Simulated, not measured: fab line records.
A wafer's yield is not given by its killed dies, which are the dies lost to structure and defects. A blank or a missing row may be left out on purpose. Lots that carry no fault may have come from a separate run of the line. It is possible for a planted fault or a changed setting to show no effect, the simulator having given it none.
Matching of chambers -- flow n5-finfet -- rie-diel-05 running N5_BEOL_M0_ETCH_138: 4 sister chambers
The step etches SiCN in CH3F/O2, target depth 12 nm, time 31.6 s. 16 wafers are shown with their chamber, then 8 later ones without.

## WAFERS WITH THEIR CHAMBER
wafer,chamber,showerhead-plenum-p-Torr (Torr),throttle-valve-pct (%),oes-product-au (a.u.)
L076.3,0,1.96,16.31,0.79
L076.4,1,2.11,15.96,0.68
L076.5,3,2.02,16.28,0.74
L080.2,3,2.02,16.31,0.73
L080.4,1,2.10,15.96,0.66
L080.5,0,1.95,16.34,0.77
L081.2,1,2.10,15.96,0.66
L081.3,0,1.95,16.34,0.77
L081.5,1,2.10,15.97,0.67
L082.1,0,1.95,16.34,0.77
L082.4,2,2.04,16.33,0.59
L082.6,2,2.04,16.29,0.58
L085.1,1,2.10,16.00,0.65
L085.2,0,1.95,16.34,0.77
L085.3,3,2.02,16.34,0.72
L088.3,0,1.95,16.36,0.75

SIGNATURES (means of the wafers above)
reading,chamber 0,chamber 1,chamber 2,chamber 3,scatter within a chamber
showerhead-plenum-p-Torr,1.9517,2.1020,2.0400,2.0200,0.00369
throttle-valve-pct,16.3383,15.9700,16.3100,16.3100,0.0206
oes-product-au,0.7700,0.6640,0.5850,0.7300,0.0114
Rule: for a wafer and a chamber, the distance is found by dividing, reading by reading, the gap between the wafer's reading and the chamber's mean by the reading's scatter, squaring, summing and taking the root. The wafer belongs to the nearest chamber; if the next one is less than 2 further off, it can't be placed. How the scatter is found: for the shown wafers, subtract from each reading the mean of its chamber, square and add these, divide the total by (wafers less chambers), then take the root.

## WAFERS MISSING THEIR CHAMBER
wafer,showerhead-plenum-p-Torr (Torr),throttle-valve-pct (%),oes-product-au (a.u.)
L088.4,1.95,16.37,0.75
L088.5,2.09,16.03,0.65
L096.1,1.94,16.41,0.73
L096.4,2.09,16.05,0.64
L096.6,2.04,15.90,0.80
L097.2,2.04,15.87,0.79
L097.5,2.00,16.39,0.69
L097.6,1.94,16.42,0.73

## EACH ONE'S CHAMBER
wafer,from the rows above,in truth
L088.4,0,0
L088.5,1,1
L096.1,0,0
L096.4,1,1
L096.6,can't be placed: 1 or 3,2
L097.2,can't be placed: 1 or 3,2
L097.5,3,3
L097.6,0,0
6 of 8 placed correctly. Unplaceable from these rows: 2, with the true chamber sitting among the candidates in 0. Placed wrongly: 0.
